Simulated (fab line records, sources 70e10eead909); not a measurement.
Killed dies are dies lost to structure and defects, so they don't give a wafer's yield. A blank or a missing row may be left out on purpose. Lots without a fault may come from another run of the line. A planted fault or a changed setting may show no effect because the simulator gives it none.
One fault seen from 2 desks | flow nand_harc | each desk has only its own numbers; what lay behind them comes last

THE TOOL OWNER'S DESK: rie_diel-06
The tool's own readings at NHARC_THIN_TSV_ETCHBACK_48 (etches the open film in C4F8/Ar, target depth 1028.5 nm, time 405.17 s): means of the sampled wafers that have a number, for each lot that ran on this tool. A lot is out of limits, marked OUT, if its mean lies more than 4 standard deviations from the usual mean; the brackets give that distance.
Columns: A = oes_product_au at NHARC_THIN_TSV_ETCHBACK_48, usual 0.946 a.u.; B = rf_vpp_V at NHARC_THIN_TSV_ETCHBACK_48, usual 547 V
lot  | first seen here | A     | B
L901 | day 20 02:26    | 0.971 | 546
L904 | day 20 14:19    | 0.972 | 546
L909 | day 21 12:59    | 1.002 | 549
L912 | day 23 07:56    | 1.004 | 545
L916 | day 23 16:06    | 0.925 | 547
This desk's finding: nothing out of limits on any of the 5 lots.

THE DEFECT DESK
What the inspections along the route counted, lot by lot: means of the sampled wafers that have a number. A lot is out of limits, marked OUT, if its mean lies more than 4 standard deviations from the usual mean; the brackets give that distance.
Columns: A = raw_defect_count at NHARC_A_BONDPAD_INSPECT_23, usual 475
lot  | first seen here | A
L896 | day 18 12:58    | 665
L897 | day 18 13:45    | 308
L902 | day 19 10:26    | 357
L901 | day 19 11:58    | 596
L899 | day 19 17:26    | 417
L904 | day 19 23:36    | 407
L905 | day 20 14:27    | 495
L909 | day 20 21:17    | 411
L907 | day 21 06:53    | 577
L912 | day 22 12:10    | 325
L916 | day 23 00:47    | 602
L918 | day 23 15:38    | 528
This desk's finding: nothing out of limits on any of the 12 lots.

PUT TOGETHER
The tool owner's desk saw nothing out of limits.
The defect desk saw nothing out of limits.

WHAT THE SIMULATOR HAD PUT IN
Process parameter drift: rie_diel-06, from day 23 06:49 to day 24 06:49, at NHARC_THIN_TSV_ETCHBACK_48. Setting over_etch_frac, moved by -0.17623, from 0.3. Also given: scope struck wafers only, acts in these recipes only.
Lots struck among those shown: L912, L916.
